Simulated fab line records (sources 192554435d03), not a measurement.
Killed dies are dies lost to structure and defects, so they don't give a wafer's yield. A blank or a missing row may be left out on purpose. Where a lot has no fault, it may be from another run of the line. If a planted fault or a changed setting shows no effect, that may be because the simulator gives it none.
fab line records -- flow n5-finfet
record lots=7, wafers=21
route steps=1938 shown BEOL_M8@1377 BEOL_M9@1464 BEOL_M10@1473 BEOL_M13@1665 BEOL_M15@1820 MIM_TOP_LITHO@1843
start-h: hours from the record's opening day to when the first of the lot's shown wafers began -- wait-h: how many hours have passed since the lot's step before this one -- " identical to the entry in the row above -- L1.1+2: one row covering several wafers at once -- - either no value or no given start -- * or withheld: withheld -- < > ~ a bound
route shown NAME@n: NAME is a module with steps in the file, n the number in the route of the first one -- usual: mean/standard deviation taken from wafers without a fault -- same: alike in all rows -- chamber/n: place in a boat -- sites: the reading at each site -- _std_site: the values' standard deviation -- _edge_site: mean of outer sites minus mean of inner sites -- radius-mm: for every site, how far away it sits from the centre of the wafer -- mask NAME#n: copy n -- behind: the most recent tool/chamber to have shaped the wafer -- hold: what put the lot on hold/how long, in hours/how the hold closed -- device: transistor that didn't switch, given as n, p or np -- end of line: tests run on the same wafers once the route is complete -- a step without rows: its recipe alone -- killed: not the wafer's yield, but the dies lost to structure and defects at the first sort -- map: per-die view of a wafer (x killed, . not killed, _ where there is no die)
set.NAME: the setting as run; set.NAME@STEP: as run at that earlier step -- model.NAME: the simulator's own value behind a step, which no gauge read
lots with deliberately changed settings; one table per step, one row per wafer
## steps
# step N5_BEOL_M8_TRENCH_ETCH_37
# recipe chemistry=C4F6/O2, target-depth-a=934.78, target=SiCOH_lowk, time-s=31.2, ion-energy-ev=250, pressure-mtorr=30, source-w=345, bias-w=185, Ar_flow_sccm=300, C4F6_flow_sccm=10, O2_flow_sccm=10
lot.wafer,tool,chamber,start-h,wait-h,set.time-s,model.BEOL_M8.feature-depth-nm,model.etch.depth-nm
L075.3,rie-diel-05,2,-,-,37.02,108,107.9
L075.4,rie-diel-05,0,-,-,31.2,95.8,95.72
L075.5,rie-diel-05,2,-,-,37.02,108.6,108.7
L080.2,rie-diel-05,0,-,-,31.2,96.4,96.35
L080.4,rie-diel-05,2,-,-,33.76,98.6,98.54
L080.5,rie-diel-05,3,-,-,33.76,99.6,99.62
L082.1,rie-diel-05,3,-,-,33.08,97.6,97.65
L082.3,rie-diel-05,0,-,-,33.08,101.8,101.9
L082.4,rie-diel-05,1,-,-,31.2,91,90.92
L086.4,rie-diel-06,2,-,-,28.44,81.8,81.89
L086.5,rie-diel-06,1,-,-,28.44,83.2,83.11
L086.6,rie-diel-06,3,-,-,31.2,91.6,91.56
L096.3,rie-diel-02,2,-,-,33.78,99.4,99.36
L096.4,rie-diel-02,1,-,-,31.2,93.4,93.46
L096.5,rie-diel-02,3,-,-,33.78,105.6,105.7
L092.2,rie-diel-06,0,-,-,31.2,94.6,94.69
L092.4,rie-diel-06,3,-,-,31.2,92.6,92.57
L092.5,rie-diel-06,0,-,-,31.2,95.4,95.31
L097.1,rie-diel-05,3,-,-,31.2,92.4,92.46
L097.3,rie-diel-05,1,-,-,25.09,73.6,73.66
L097.5,rie-diel-05,1,-,-,25.09,73.8,73.8
# step N5_BEOL_M8_ETCH_41
# recipe chemistry=CH3F/O2, target=SiCN, target-depth-a=319, taper-deg=2, time-s=57.8, ion-energy-ev=120, mask-material=TiN, pressure-mtorr=30, source-w=395, bias-w=75, Ar_flow_sccm=150, CH3F_flow_sccm=30, O2_flow_sccm=20
# step N5_BEOL_M8_STRIP_80
# recipe chemistry=N2/H2, time-s=10, power-w=450, temp-c=40, pressure-mtorr=20, rf-frequency-hz=6e+07, bias-power-w=7, n2-flow-sccm=200, h2-flow-sccm=200
# step N5_BEOL_M8_OCD_MEAS_38
# usual trench-depth-nm=92.5/2
lot.wafer,tool,chamber,start-h,wait-h,set.time-s@BEOL_M8_TRENCH_ETCH_37,trench-depth-nm
L075.3,ocd-02,-,215.61,-,37.02,107.9
L075.4,ocd-02,-,215.61,-,31.2,95.6
L075.5,ocd-02,-,215.61,-,37.02,108.8
L080.2,ocd-01,-,273.94,-,31.2,96.1
L080.4,ocd-01,-,273.94,-,33.76,98.6
L080.5,ocd-01,-,273.94,-,33.76,99.6
L082.1,ocd-01,-,284.61,-,33.08,97.2
L082.3,ocd-01,-,284.61,-,33.08,102.2
L082.4,ocd-01,-,284.61,-,31.2,90.9
L086.4,ocd-02,-,298.78,-,28.44,81.9
L086.5,ocd-02,-,298.78,-,28.44,82.5
L086.6,ocd-02,-,298.78,-,31.2,91.1
L096.3,ocd-01,-,346.60,-,33.78,98.8
L096.4,ocd-01,-,346.60,-,31.2,93.2
L096.5,ocd-01,-,346.60,-,33.78,105.9
L092.2,ocd-02,-,351.44,-,31.2,94.7
L092.4,ocd-02,-,351.44,-,31.2,92.7
L092.5,ocd-02,-,351.44,-,31.2,95.4
L097.1,ocd-01,-,365.33,-,31.2,92.3
L097.3,ocd-01,-,365.33,-,25.09,73.5
L097.5,ocd-01,-,365.33,-,25.09,73.6
# step N5_BEOL_M8_HM_STRIP_39
# recipe chemistry=peroxide-tin-strip, material=TiN, target-depth-a=250, temp-c=50, time-s=158
# step N5_BEOL_M8_SRD_40
# recipe time-s=30, temp-c=23, rinse-liquid=diw, dry=ipa-marangoni
# step N5_BEOL_M8_ECD_50
# recipe material=Cu, target-thk-a=3000
# step N5_BEOL_M8_ANNEAL_51
# recipe temp-c=225, time-s=90, ambient=N2
# step N5_BEOL_M8_CMP_52
# recipe stop-on=SiCOH_lowk, t-overpolish-s=6.9, down-force-psi=1, platen-rpm=50, clearing-platen-down-force-psi=1.5, clearing-platen-rpm=50, post-cmp-clean=cu-alkaline, target-thk-nm=80, clearing-platen-pad-velocity-m-s=0.99484, pad-velocity-m-s=0.99484
lot.wafer,tool,chamber,start-h,wait-h,set.time-s@BEOL_M8_TRENCH_ETCH_37,model.Cu_of_BEOL_M8_ECD_50.thk-nm
L075.3,cmp-03,2,217.30,0.2,37.02,93.2
L075.4,cmp-03,3,217.30,0.2,31.2,80.4
L075.5,cmp-03,2,217.30,0.2,37.02,93.6
L080.4,cmp-04,1,276.49,0.1,33.76,85.6
L080.2,cmp-04,0,276.49,0.1,31.2,84
L080.5,cmp-04,2,276.49,0.1,33.76,87.2
L082.3,cmp-02,2,288.46,0.2,33.08,88
L082.1,cmp-02,3,288.46,0.2,33.08,84.4
L082.4,cmp-02,0,288.46,0.2,31.2,77
L086.4,cmp-03,1,301.21,0.2,28.44,69.2
L086.6,cmp-03,2,301.21,0.2,31.2,77.6
L086.5,cmp-03,3,301.21,0.2,28.44,68
L096.4,cmp-02,2,349.39,0.2,31.2,79
L096.3,cmp-02,3,349.39,0.2,33.78,86
L096.5,cmp-02,1,349.39,0.2,33.78,91.2
L092.4,cmp-03,2,353.66,0.3,31.2,81.8
L092.2,cmp-03,3,353.66,0.3,31.2,82.2
L092.5,cmp-03,2,353.66,0.3,31.2,83
L097.1,cmp-02,3,368.44,0.3,31.2,79.8
L097.3,cmp-02,0,368.44,0.3,25.09,60.8
L097.5,cmp-02,1,368.44,0.3,25.09,61.2
# step N5_BEOL_M8_THK_MEAS_53
# recipe thk-meas-gauge=xrf, reads=Cu_of_BEOL_M8_ECD_50
# usual M8_THK=80.1/2.2
lot.wafer,tool,chamber,start-h,wait-h,set.time-s@BEOL_M8_TRENCH_ETCH_37,M8_THK[nm]
L075.3,film-metro-02,-,217.56,-,37.02,94.5
L075.4,film-metro-02,-,217.56,-,31.2,81.5
L075.5,film-metro-02,-,217.56,-,37.02,95.2
L080.2,film-metro-01,-,276.79,-,31.2,84.6
L080.4,film-metro-01,-,276.79,-,33.76,86.4
L080.5,film-metro-01,-,276.79,-,33.76,87.9
L082.1,film-metro-01,-,288.72,-,33.08,85.3
L082.3,film-metro-01,-,288.72,-,33.08,89.3
L082.4,film-metro-01,-,288.72,-,31.2,77.9
L086.4,film-metro-01,-,301.39,-,28.44,70.1
L086.5,film-metro-01,-,301.39,-,28.44,68.8
L086.6,film-metro-01,-,301.39,-,31.2,79.0
L096.3,film-metro-02,-,349.65,-,33.78,86.5
L096.4,film-metro-02,-,349.65,-,31.2,79.1
L096.5,film-metro-02,-,349.65,-,33.78,91.2
L092.2,film-metro-01,-,353.92,-,31.2,83.0
L092.4,film-metro-01,-,353.92,-,31.2,82.8
L092.5,film-metro-01,-,353.92,-,31.2,84.1
L097.1,film-metro-02,-,368.66,-,31.2,80.7
L097.3,film-metro-02,-,368.66,-,25.09,61.7
L097.5,film-metro-02,-,368.66,-,25.09,61.8
# step N5_BEOL_M8_PRE_CLEAN_55
# recipe gas=NH3, time-s=15, temp-c=withheld, rf-power-w=300
# step N5_BEOL_M8_DEP_56
# recipe material=SiCN, target-thk-a=100, temp-c=withheld, precursor=3MS/NH3, pressure-torr=3, rf-w=202, time-s=17.5
# step N5_BEOL_M8_RS_MEAS_57
# recipe thk-meas-gauge=four-point-probe, reads=Cu_of_BEOL_M8_ECD_50+Co_of_BEOL_M8_CVD_78+TaN_of_BEOL_M8_ALD_77
# usual M8_RS=0.289/0.0091
lot.wafer,tool,chamber,start-h,wait-h,set.time-s@BEOL_M8_TRENCH_ETCH_37,M8_RS[ohm/sq]
L075.3,film-metro-02,-,217.72,0.1,37.02,0.239
L075.4,film-metro-02,-,217.72,0.1,31.2,0.284
L075.5,film-metro-02,-,217.72,0.1,37.02,0.238
L080.2,film-metro-02,-,276.92,0.1,31.2,0.270
L080.4,film-metro-02,-,276.92,0.1,33.76,0.265
L080.5,film-metro-02,-,276.92,0.1,33.76,0.259
L082.1,film-metro-02,-,288.85,0.1,33.08,0.269
L082.3,film-metro-02,-,288.85,0.1,33.08,0.256
L082.4,film-metro-02,-,288.85,0.1,31.2,0.299
L086.4,film-metro-02,-,301.52,0.0,28.44,0.340
L086.5,film-metro-02,-,301.52,0.0,28.44,0.348
L086.6,film-metro-02,-,301.52,0.0,31.2,0.297
L096.3,film-metro-02,-,349.81,0.1,33.78,0.262
L096.4,film-metro-02,-,349.81,0.1,31.2,0.291
L096.5,film-metro-02,-,349.81,0.1,33.78,0.246
L092.2,film-metro-01,-,354.05,0.1,31.2,0.278
L092.4,film-metro-01,-,354.05,0.1,31.2,0.279
L092.5,film-metro-01,-,354.05,0.1,31.2,0.275
L097.1,film-metro-01,-,368.79,0.1,31.2,0.287
L097.3,film-metro-01,-,368.79,0.1,25.09,0.396
L097.5,film-metro-01,-,368.79,0.1,25.09,0.394
# step N5_BEOL_M9_CMP_52
# recipe stop-on=SiCOH_lowk, t-overpolish-s=7, down-force-psi=1, platen-rpm=50, clearing-platen-down-force-psi=1.5, clearing-platen-rpm=50, post-cmp-clean=cu-alkaline, target-thk-nm=140, clearing-platen-pad-velocity-m-s=0.99484, pad-velocity-m-s=0.99484
# usual barrier-field-endpoint-s=29.2/0.72
lot.wafer,tool,chamber,start-h,wait-h,set.down-force-psi,barrier-field-endpoint-s
L075.3,cmp-02,1,225.49,0.2,1,29.9
L075.4,cmp-02,3,225.49,0.2,1,30.8
L075.5,cmp-02,0,225.49,0.2,1,30.7
L080.4,cmp-04,2,284.97,0.2,1,29.1
L080.2,cmp-04,3,284.97,0.2,1.056,27.5
L080.5,cmp-04,2,284.97,0.2,1,28.8
L082.1,cmp-04,1,296.59,0.3,1.175,25.6
L082.4,cmp-04,3,296.59,0.3,1.175,24.9
L082.3,cmp-04,0,296.59,0.3,1.175,25.4
L086.4,cmp-02,0,309.27,0.2,1,30.0
L086.5,cmp-02,2,309.27,0.2,1,29.6
L086.6,cmp-02,3,309.27,0.2,1,29.8
L096.4,cmp-01,0,360.60,0.2,1.221,24.1
L096.3,cmp-01,1,360.60,0.2,1.221,24.1
L096.5,cmp-01,3,360.60,0.2,1,29.1
L092.4,cmp-01,0,361.31,0.1,1,28.7
L092.2,cmp-01,2,361.31,0.1,1,29.6
L092.5,cmp-01,1,361.31,0.1,1,29.6
L097.3,cmp-01,0,374.93,0.2,1.147,24.2
L097.1,cmp-01,2,374.93,0.2,1,29.6
L097.5,cmp-01,0,374.93,0.2,1,28.0
# step N5_BEOL_M10_PECVD_70
# recipe material=SiO2, target-thk-a=200, temp-c=400, precursor=TEOS/O2, pressure-torr=5.5, rf-w=450, teos-flow-sccm=53.8, gas=O2, flow-sccm=3000, time-s=22.7
lot.wafer,tool,chamber,start-h,wait-h,set.temp-c,model.SiO2_of_BEOL_M10_PECVD_70.thk-nm
L075.3,pecvd-01,1,227.07,0.1,388.7,22
L075.4+5,pecvd-01,0,227.07,0.1,400,20.2
L080.2,pecvd-01,2,286.05,0.0,400,19.6
L080.4,pecvd-01,0,286.05,0.0,392.2,21
L080.5,pecvd-01,2,286.05,0.0,400,19.8
L082.1,pecvd-03,2,298.19,0.0,400,19.2
L082.3,pecvd-03,1,298.19,0.0,400,19.6
L082.4,pecvd-03,2,298.19,0.0,383.8,21.8
L086.4,pecvd-02,2,310.34,0.1,400,19.8
L086.5,pecvd-02,1,310.34,0.1,406.6,18.8
L086.6,pecvd-02,0,310.34,0.1,400,20
L096.3,pecvd-02,1,361.64,0.0,395.1,20.2
L096.4,pecvd-02,0,361.64,0.0,400,20
L096.5,pecvd-02,2,361.64,0.0,395.1,20.8
L092.2,pecvd-02,0,362.91,0.0,400,19.6
L092.4,pecvd-02,2,362.91,0.0,400,20.2
L092.5,pecvd-02,0,362.91,0.0,400,20
L097.1,pecvd-02,0,376.02,0.0,400,20
L097.3,pecvd-02,1,376.02,0.0,415.9,18
L097.5,pecvd-02,2,376.02,0.0,400,20.4
# step N5_BEOL_M13_EXPOSE_07
# recipe mask-id=V12, na=0.93, source-shape=conventional, sigma-outer=0.6, polarization=unpolarized, attpsm-phase-deg=180, dose-mj=24.8
lot.wafer,tool,chamber,start-h,wait-h,mask,set.dose-mj
L075.3,krf-scanner-01,0,249.60,-,V12#0,26.32
L075.4+5,krf-scanner-01,0,249.60,-,V12#0,24.8
L080.2+5,krf-scanner-01,0,305.66,-,V12#0,24.8
L080.4,krf-scanner-01,0,305.66,-,V12#0,25.65
L082.1+3+4,krf-scanner-01,0,321.58,-,V12#0,24.8
L086.4+6,krf-scanner-01,0,337.84,-,V12#0,24.8
L086.5,krf-scanner-01,0,337.84,-,V12#0,26.54
L096.3,krf-scanner-02,0,383.76,-,V12#0,24.22
L096.4+5,krf-scanner-02,0,383.76,-,V12#0,24.8
L092.2+4+5,krf-scanner-02,0,384.70,-,V12#0,24.8
L097.1+5,krf-scanner-02,0,397.11,-,V12#0,26.6
L097.3,krf-scanner-02,0,397.11,-,V12#0,24.8
# step N5_BEOL_M13_PEB_08
# recipe peb-temp-c=130, peb-time-s=90
# step N5_BEOL_M13_DEVELOP_09
# recipe develop-time-s=45, rinse-liquid=diw, dry=air-spin, dev-temp-c=21
# step N5_BEOL_M13_HARDBAKE_14
# recipe temp-c=130, time-s=120
# step N5_BEOL_M13_CD_MEAS_10
# recipe target-cd-nm=190, landing-energy-ev=500, detector=se-inlens, polarity=opening
# usual cd-nm=189.2/1.4
lot.wafer,tool,chamber,start-h,wait-h,set.dose-mj@BEOL_M13_EXPOSE_07,cd-nm
L075.3,cd-sem-03,0,249.76,-,26.32,195.2
L075.4,cd-sem-03,0,249.76,-,24.8,191.2
L075.5,cd-sem-03,0,249.76,-,24.8,189.3
L080.2,cd-sem-03,0,305.83,-,24.8,188.3
L080.4,cd-sem-03,0,305.83,-,25.65,192.1
L080.5,cd-sem-03,0,305.83,-,24.8,189.3
L082.1,cd-sem-01,0,321.75,-,24.8,188.2
L082.3,cd-sem-01,0,321.75,-,24.8,189.4
L082.4,cd-sem-01,0,321.75,-,24.8,188.6
L086.4,cd-sem-03,0,338.00,-,24.8,190.1
L086.5,cd-sem-03,0,338.00,-,26.54,195.9
L086.6,cd-sem-03,0,338.00,-,24.8,190.5
L096.3,cd-sem-03,0,383.92,-,24.22,185.2
L096.4,cd-sem-03,0,383.92,-,24.8,188.0
L096.5,cd-sem-03,0,383.92,-,24.8,187.6
L092.2,cd-sem-01,0,384.86,-,24.8,188.4
L092.4,cd-sem-01,0,384.86,-,24.8,188.1
L092.5,cd-sem-01,0,384.86,-,24.8,188.3
L097.1,cd-sem-02,0,397.29,-,26.6,198.9
L097.3,cd-sem-02,0,397.29,-,24.8,191.5
L097.5,cd-sem-02,0,397.29,-,26.6,199.6
# step N5_BEOL_M13_DESCUM_15
# recipe chemistry=O2, time-s=7.9, source-power-w=50, bias-power-w=20, pressure-mtorr=20, rf-frequency-hz=2.712e+07, temp-c=40, o2-flow-sccm=225
lot.wafer,tool,chamber,start-h,wait-h,set.time-s
L075.3+4+5,rie-diel-01,"3,0,1",249.84,0.0,7.9
L080.2,rie-diel-01,2,305.91,0.0,6.919
L080.4+5,rie-diel-01,"0,3",305.91,0.0,7.9
L082.1+3,rie-diel-03,"0,3",321.84,0.0,7.9
L082.4,rie-diel-03,2,321.84,0.0,6.694
L086.4+5+6,rie-diel-03,"2,3,0",338.08,0.0,7.9
L096.3,rie-diel-03,1,384.01,0.0,7.9
L096.4+5,rie-diel-03,"1,0",384.01,0.0,7.192
L092.2+4+5,rie-diel-01,"0,0,2",384.95,0.0,7.9
L097.1+3,rie-diel-01,"2,3",397.54,0.2,9.072
L097.5,rie-diel-01,0,397.54,0.2,7.9
# step N5_BEOL_M13_ETCH_59
# recipe chemistry=N2/H2, target=BARC, target-depth-a=890, overetch-a=267, time-s=67.9, ion-energy-ev=200, pressure-mtorr=30, source-w=840, bias-w=150, n2-flow-sccm=200, h2-flow-sccm=200
# step N5_BEOL_M13_VIA_ETCH_16
# recipe chemistry=C4F8/O2/Ar, target=SiOC, pressure-mtorr=30, source-w=3000, bias-w=700, Ar_flow_sccm=400, C4F8_flow_sccm=15, O2_flow_sccm=8, he-inner-torr=15, he-outer-torr=30, target-depth-a=9217, time-s=withheld, ion-energy-ev=250, ends=cleared
# step N5_BEOL_M13_STRIP_71
# recipe chemistry=post-etch-residue-remover, time-s=60, temp-c=25, remover-ph=withheld, remover-water-wt-pct=withheld, remover-fluoride-wt-pct=withheld
# step N5_BEOL_M13_SRD_72
# recipe time-s=30, temp-c=23, rinse-liquid=diw, dry=n2-spin, spin-rpm=1500, dry-time-s=30
# step N5_BEOL_M13_CD_MEAS_17
# recipe target-cd-nm=190, polarity=opening
# usual cd-nm=189.1/1.6
lot.wafer,tool,chamber,start-h,wait-h,set.dose-mj@BEOL_M13_EXPOSE_07,cd-nm
L075.3,cd-sem-02,-,250.38,0.0,26.32,195.5
L075.4,cd-sem-02,-,250.38,0.0,24.8,190.7
L075.5,cd-sem-02,-,250.38,0.0,24.8,187.6
L080.2,cd-sem-01,-,306.44,0.0,24.8,188.3
L080.4,cd-sem-01,-,306.44,0.0,25.65,192.4
L080.5,cd-sem-01,-,306.44,0.0,24.8,189.7
L082.1,cd-sem-01,-,322.36,0.0,24.8,188.1
L082.3,cd-sem-01,-,322.36,0.0,24.8,189.4
L082.4,cd-sem-01,-,322.36,0.0,24.8,190.2
L086.4,cd-sem-03,-,338.62,0.0,24.8,191.1
L086.5,cd-sem-03,-,338.62,0.0,26.54,196.3
L086.6,cd-sem-03,-,338.62,0.0,24.8,188.5
L096.3,cd-sem-02,-,384.54,0.0,24.22,184.7
L096.4,cd-sem-02,-,384.54,0.0,24.8,188.2
L096.5,cd-sem-02,-,384.54,0.0,24.8,185.2
L092.2,cd-sem-01,-,385.63,0.0,24.8,188.7
L092.4,cd-sem-01,-,385.63,0.0,24.8,188.2
L092.5,cd-sem-01,-,385.63,0.0,24.8,188.8
L097.1,cd-sem-01,-,398.07,0.0,26.6,198.1
L097.3,cd-sem-01,-,398.07,0.0,24.8,192.0
L097.5,cd-sem-01,-,398.07,0.0,26.6,199.6
# step N5_BEOL_M15_SPUTTER_44
# recipe material=Ta, target-thk-a=150, temp-c=50, bias-v=80, power-w=15000, chamber-pressure-pa=0.07, time-s=24.19
lot.wafer,tool,chamber,start-h,wait-h,set.power-w,model.Ta_of_BEOL_M15_SPUTTER_44.thk-nm
L075.3,pvd-sputter-03,-,266.67,0.0,15000,15
L075.4+5,pvd-sputter-03,-,266.67,0.0,16570,16.6
L080.2,pvd-sputter-02,-,320.12,0.0,15000,15
L080.4+5,pvd-sputter-02,-,320.12,0.0,15000,14.8
L082.1,pvd-sputter-01,-,340.63,0.0,17670,17.8
L082.3+4,pvd-sputter-01,-,340.63,0.0,15000,15
L086.4,pvd-sputter-03,-,353.40,0.0,13610,13.4
L086.5,pvd-sputter-03,-,353.40,0.0,15000,14.6
L086.6,pvd-sputter-03,-,353.40,0.0,15000,14.8
L096.3+5,pvd-sputter-03,-,401.54,0.0,15000,15.2
L096.4,pvd-sputter-03,-,401.54,0.0,15000,15.4
L092.2+5,pvd-sputter-02,-,408.38,0.0,15000,14.6
L092.4,pvd-sputter-02,-,408.38,0.0,15000,14.8
L097.1+3,pvd-sputter-01,-,416.53,0.0,16490,16.6
L097.5,pvd-sputter-01,-,416.53,0.0,15000,15.2
# step N5_BEOL_M15_CMP_49
# recipe stop-on=SiO2, t-overpolish-s=4.9, down-force-psi=2, platen-rpm=80, clearing-platen-down-force-psi=2, clearing-platen-rpm=80, post-cmp-clean=cu-alkaline, target-thk-nm=850, clearing-platen-pad-velocity-m-s=1.5917, pad-velocity-m-s=1.5917
# usual barrier-field-endpoint-s=11.35/0.27
lot.wafer,tool,chamber,start-h,wait-h,set.platen-rpm,set.power-w@BEOL_M15_SPUTTER_44,barrier-field-endpoint-s
L075.3,cmp-03,2,267.57,0.2,80,15000,11.26
L075.4,cmp-03,3,267.57,0.2,77.76,16570,12.37
L075.5,cmp-03,1,267.57,0.2,80,16570,12.25
L080.4,cmp-03,1,320.86,0.1,80,15000,11.66
L080.2,cmp-03,0,320.86,0.1,80,15000,10.96
L080.5,cmp-03,1,320.86,0.1,79,15000,11.62
L082.3,cmp-02,0,341.37,0.2,80,15000,11.09
L082.1,cmp-02,2,341.37,0.2,80,17670,12.42
L082.4,cmp-02,3,341.37,0.2,80,15000,11.06
L086.4,cmp-01,3,354.28,0.1,81.04,13610,10.40
L086.5,cmp-01,3,354.28,0.1,81.04,15000,10.88
L086.6,cmp-01,0,354.28,0.1,80,15000,11.42
L096.4,cmp-01,3,402.28,0.1,80,15000,11.70
L096.3,cmp-01,1,402.28,0.1,78.8,15000,12.04
L096.5,cmp-01,3,402.28,0.1,80,15000,11.34
L092.4,cmp-02,3,409.71,0.1,80,15000,11.76
L092.2,cmp-02,0,409.71,0.1,80,15000,11.49
L092.5,cmp-02,0,409.71,0.1,80,15000,11.28
L097.1,cmp-03,1,417.46,0.3,80,16490,12.13
L097.3,cmp-03,2,417.46,0.3,79.32,16490,11.98
L097.5,cmp-03,1,417.46,0.3,79.32,15000,11.39
# step N5_MIM_TOP_LITHO_EXPOSE_05
# recipe mask-id=MIM_TOP, na=0.55, source-shape=conventional, sigma-outer=0.8, polarization=unpolarized, target-cd-nm=2000, dose-mj=20.5
lot.wafer,tool,chamber,start-h,wait-h,mask,set.dose-mj
L075.3+4,krf-scanner-02,0,271.57,-,MIM_TOP#0,20.5
L075.5,krf-scanner-02,0,271.57,-,MIM_TOP#0,21.3
L080.2+4+5,krf-scanner-01,0,325.48,-,MIM_TOP#0,20.5
L082.1,krf-scanner-02,0,347.58,-,MIM_TOP#0,21.92
L082.3+4,krf-scanner-02,0,347.58,-,MIM_TOP#0,20.5
L086.4+6,krf-scanner-02,0,359.65,-,MIM_TOP#0,21.84
L086.5,krf-scanner-02,0,359.65,-,MIM_TOP#0,20.5
L096.3+5,krf-scanner-02,0,408.25,-,MIM_TOP#0,20.5
L096.4,krf-scanner-02,0,408.25,-,MIM_TOP#0,19.13
L092.2+4+5,krf-scanner-02,0,414.10,-,MIM_TOP#0,20.5
L097.1+5,krf-scanner-01,0,421.60,-,MIM_TOP#0,21.06
L097.3,krf-scanner-01,0,421.60,-,MIM_TOP#0,20.5
## key
split step=N5_BEOL_M8_TRENCH_ETCH_37, setting=time-s, stated=31.2, by=wafer
response step=N5_BEOL_M8_TRENCH_ETCH_37, reading=model.BEOL_M8.feature-depth-nm, change=+0.845, per=1%, r=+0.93
response step=N5_BEOL_M8_TRENCH_ETCH_37, reading=model.etch.depth-nm, change=+0.848, per=1%, r=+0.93
response step=N5_BEOL_M8_OCD_MEAS_38, reading=trench-depth-nm, change=+0.852, per=1%, r=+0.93
response step=N5_BEOL_M8_CMP_52, reading=model.Cu_of_BEOL_M8_ECD_50.thk-nm, change=+0.861, per=1%, r=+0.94
response step=N5_BEOL_M8_THK_MEAS_53, reading=M8_THK, change=+0.879, per=1%, r=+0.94
response step=N5_BEOL_M8_RS_MEAS_57, reading=M8_RS, change=-0.00406, per=1%, r=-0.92
split step=N5_BEOL_M9_CMP_52, setting=down-force-psi, stated=1, by=wafer
response step=N5_BEOL_M9_CMP_52, reading=barrier-field-endpoint-s, change=-0.254, per=1%, r=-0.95
split step=N5_BEOL_M10_PECVD_70, setting=temp-c, stated=400, by=wafer
response step=N5_BEOL_M10_PECVD_70, reading=model.SiO2_of_BEOL_M10_PECVD_70.thk-nm, change=-0.591, per=1%, r=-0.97
split step=N5_BEOL_M13_EXPOSE_07, setting=dose-mj, stated=24.8, by=wafer
response step=N5_BEOL_M13_CD_MEAS_10, reading=cd-nm, change=+0.919, per=1%, r=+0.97
response step=N5_BEOL_M13_CD_MEAS_17, reading=cd-nm, change=+0.962, per=1%, r=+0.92
split step=N5_BEOL_M13_DESCUM_15, setting=time-s, stated=7.9, by=wafer
response none clear
split step=N5_BEOL_M15_SPUTTER_44, setting=power-w, stated=15000, by=wafer
response step=N5_BEOL_M15_SPUTTER_44, reading=model.Ta_of_BEOL_M15_SPUTTER_44.thk-nm, change=+0.151, per=1%, r=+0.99
response step=N5_BEOL_M15_CMP_49, reading=barrier-field-endpoint-s, change=+0.0792, per=1%, r=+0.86
split step=N5_BEOL_M15_CMP_49, setting=platen-rpm, stated=80, by=wafer
response none clear
split step=N5_MIM_TOP_LITHO_EXPOSE_05, setting=dose-mj, stated=20.5, by=wafer
response none in this file
